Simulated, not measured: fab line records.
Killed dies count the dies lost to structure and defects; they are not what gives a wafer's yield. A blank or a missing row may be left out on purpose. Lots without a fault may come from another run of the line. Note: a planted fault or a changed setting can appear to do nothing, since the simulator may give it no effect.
Chamber matching :: flow n5Finfet :: 4 sister chambers for N5_STI_FIN_REVEAL_ETCH_34 on rieSi-05
The step etches Si in H2, material Si, target depth 0.97 nm. 4 wafers are shown with their chamber, then 8 later ones without.

== EACH WAFER AND ITS CHAMBER ==
wafer: L081.5
chamber: 3
throttleValvePct (%): 25.0

wafer: L087.2
chamber: 2
throttleValvePct (%): 24.8

wafer: L087.4
chamber: 0
throttleValvePct (%): 26.3

wafer: L089.2
chamber: 1
throttleValvePct (%): 25.5

== WAFERS WITHOUT THEIR CHAMBER ==
wafer: L089.4
throttleValvePct (%): 24.8

wafer: L089.5
throttleValvePct (%): 24.8

wafer: L092.1
throttleValvePct (%): 25.5

wafer: L092.3
throttleValvePct (%): 26.2

wafer: L092.4
throttleValvePct (%): 24.8

wafer: L093.2
throttleValvePct (%): 25.0

wafer: L093.4
throttleValvePct (%): 24.8

wafer: L093.6
throttleValvePct (%): 24.8

== EACH ONE'S CHAMBER ==
wafer: L089.4
from the rows above: 2
in truth: 2

wafer: L089.5
from the rows above: 2
in truth: 2

wafer: L092.1
from the rows above: 1
in truth: 1

wafer: L092.3
from the rows above: 0
in truth: 0

wafer: L092.4
from the rows above: 2
in truth: 2

wafer: L093.2
from the rows above: 3
in truth: 3

wafer: L093.4
from the rows above: 2
in truth: 2

wafer: L093.6
from the rows above: 2
in truth: 2
Correct placement for 8 of the 8. Can't be placed from these rows: 0. 0 placed wrongly.
How it was worked out, from the rows above alone: a wafer's distance from a chamber is the root of the sum, over the readings, of the square of ((its reading less the chamber's mean) divided by the reading's scatter). The wafer belongs to the nearest chamber; if the next one is less than 2 further off, it can't be placed. A chamber's mean is the mean of its shown wafers. The scatter: with one shown wafer a chamber, the root of the mean of the squares of how far each hidden wafer lies from its nearest shown one.
